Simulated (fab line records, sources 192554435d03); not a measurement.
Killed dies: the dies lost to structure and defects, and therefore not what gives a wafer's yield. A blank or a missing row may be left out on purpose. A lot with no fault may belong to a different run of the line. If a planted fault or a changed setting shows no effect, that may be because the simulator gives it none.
Comparing a struck lot with a sound one || flow n5Finfet || 16 steps out of a route of 1938
Sound: wafers L149.1, L149.4, L149.5. Wafers L140.1, L140.4, L140.5 were the ones struck. Last of all comes the cause.
At each step with rows: each side's tool, then ch and its chambers, then its first start. Under that, the readings that differ: sound wafers || struck wafers || difference of the means || sigmas: that difference in standard deviations of wafers without a fault.
alike: readings with means less than 2 such deviations apart, plus words and numbers identical on both sides. not compared: withheld readings, readings lacking a value on some wafer, bounds such as >300 that could conceal the same value, and numbers that have no deviation in the record and whose values overlap.
The two part at a step that has a row with sigmas, a row that says differs or no value, or rows on one side only. Numbers that don't overlap but have no deviation are shown without sigmas and don't part them. Lack of a reading on every wafer of one side parts them only where that side has two or more wafers.

first, 12 steps without rows for these wafers: N5_BEOL_M2_DESCUM_33 (chemistry O2, time 7 s); N5_BEOL_M2_ETCH_77 (etches underlayer in N2/H2, target depth 6.5 nm, time 5.2 s); N5_BEOL_M2_ETCH_69 (etches SiARC in CF4, target depth 15.6 nm, time 26 s); N5_BEOL_M2_ALD_98 (deposits SiO2, target thk 2.5 nm, pulse time 1 s, co reactant pulse time 1 s); N5_BEOL_M2_ETCHBACK_99 (etches SiO2 in CHF3, target depth 5 nm, time 10.4 s); N5_BEOL_M2_ETCH_70 (etches SOC in N2/H2, target depth 80 nm, overetch 24 nm, time 130 s); N5_BEOL_M2_STRIP_71 (strips in N2/H2); N5_BEOL_M2_STRIP_78 (strips in N2/H2); N5_BEOL_M2_VIA_ETCH_34 (etches the open film in C4F6/O2, target depth 69.4 nm, time 65.9 s); N5_BEOL_M2_STRIP_83 (strips in C4F6/O2); N5_BEOL_M2_STRIP_36 (strips in N2/H2); N5_BEOL_M2_TRENCH_ETCH_37 (etches SiOC in C4F6/O2, target depth 55.555 nm, time 29.2 s).
N5_BEOL_M2_ETCH_41: etches SiCN in CH3F/O2, target depth 29.9 nm, time 52.5 s.
  sound on rieDiel-06 ch 1,3, day 12 00:56; struck on rieDiel-01 ch 2,3, day 9 18:03
  no value came back on the struck wafers for any of 7 readings (CH3F_flow_sccm (sccm), O2_flow_sccm (sccm) and others); on the sound wafers CH3F_flow_sccm (sccm) reads 30.04 29.98 29.99
  not compared: rfHoursCounterH
then, 1 step without rows for these wafers: N5_BEOL_M2_STRIP_97 (strips in N2/H2, time 10 s).
N5_BEOL_M4_RC_MEAS_101:
  the record has rows for the sound wafers here (prober-02 ch 0, day 13 06:28) and none for the struck ones
-- a jump in the record: the struck wafers' starts before and after are 5 days apart (it breaks off in module BEOL_M4 and resumes in module PASSIVATION, where the first step shown is number 1936 of the route) --
N5_PASSIVATION_PROBE_49:
  rows exist in the record for the struck wafers here (prober-02, day 15 03:35), but not for the sound ones

== WHERE THEY PART ==
Last at N5_PASSIVATION_PROBE_49 as far as this record goes, first at N5_BEOL_M2_ETCH_41.

WHY: the cause the simulator had injected
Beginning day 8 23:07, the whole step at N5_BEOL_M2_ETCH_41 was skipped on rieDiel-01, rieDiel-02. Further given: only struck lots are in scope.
